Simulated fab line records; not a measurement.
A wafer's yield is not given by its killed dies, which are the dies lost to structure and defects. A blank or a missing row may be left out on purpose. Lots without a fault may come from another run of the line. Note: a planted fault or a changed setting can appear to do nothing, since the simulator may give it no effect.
Chamber matching || flow nandHarc || NHARC_A_CHANNEL_HOLE_D1_ETCH_44 on rieDiel-10 has 4 sister chambers
The step etches the open film in CF4/O2, target depth 140 nm, overetch 14 nm, time 77 s. 8 wafers are shown with their chamber, then 6 later ones without.

WAFERS WITH THEIR CHAMBER
{"wafer": "L888.2", "chamber": 3, "drypumpMotorCurrentA (A)": 6.17, "rfVppV (V)": 198.2}
{"wafer": "L891.1", "chamber": 2, "drypumpMotorCurrentA (A)": 5.84, "rfVppV (V)": 198.6}
{"wafer": "L891.3", "chamber": 3, "drypumpMotorCurrentA (A)": 6.15, "rfVppV (V)": 198.1}
{"wafer": "L892.1", "chamber": 0, "drypumpMotorCurrentA (A)": 5.90, "rfVppV (V)": 199.6}
{"wafer": "L892.3", "chamber": 1, "drypumpMotorCurrentA (A)": 5.33, "rfVppV (V)": 197.3}
{"wafer": "L892.5", "chamber": 1, "drypumpMotorCurrentA (A)": 5.33, "rfVppV (V)": 197.0}
{"wafer": "L893.1", "chamber": 0, "drypumpMotorCurrentA (A)": 5.85, "rfVppV (V)": 198.5}
{"wafer": "L893.2", "chamber": 2, "drypumpMotorCurrentA (A)": 5.84, "rfVppV (V)": 197.8}

WAFERS WHOSE CHAMBER IS MISSING
{"wafer": "L904.2", "drypumpMotorCurrentA (A)": 5.82, "rfVppV (V)": 197.9}
{"wafer": "L904.4", "drypumpMotorCurrentA (A)": 5.85, "rfVppV (V)": 198.8}
{"wafer": "L904.6", "drypumpMotorCurrentA (A)": 5.32, "rfVppV (V)": 195.6}
{"wafer": "L906.1", "drypumpMotorCurrentA (A)": 5.89, "rfVppV (V)": 198.6}
{"wafer": "L906.2", "drypumpMotorCurrentA (A)": 5.85, "rfVppV (V)": 197.8}
{"wafer": "L906.3", "drypumpMotorCurrentA (A)": 5.33, "rfVppV (V)": 198.2}

THE CHAMBER EACH PASSED THROUGH
{"wafer": "L904.2", "from the rows above": 2, "in truth": 2}
{"wafer": "L904.4", "from the rows above": "can't be placed: 2 or 0", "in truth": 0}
{"wafer": "L904.6", "from the rows above": 1, "in truth": 1}
{"wafer": "L906.1", "from the rows above": "can't be placed: 0 or 2", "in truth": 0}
{"wafer": "L906.2", "from the rows above": "can't be placed: 2 or 0", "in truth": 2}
{"wafer": "L906.3", "from the rows above": 1, "in truth": 1}
Correct placement for 3 of the 6. Cannot be placed on the basis of these rows: 3; the candidates contain the true chamber in 3. Number placed wrongly: 0.
How it was worked out, from the rows above alone: a wafer's distance from a chamber is the root of the sum, over the readings, of the square of ((its reading less the chamber's mean) divided by the reading's scatter). If the next closest chamber is less than 2 further off than the closest, the wafer can't be placed; otherwise it belongs to the closest. Each chamber's mean is taken over the wafers shown for it. The scatter is the square root of a quotient: the sum, over the shown wafers, of each reading's squared deviation from its chamber's mean, divided by wafers minus chambers.
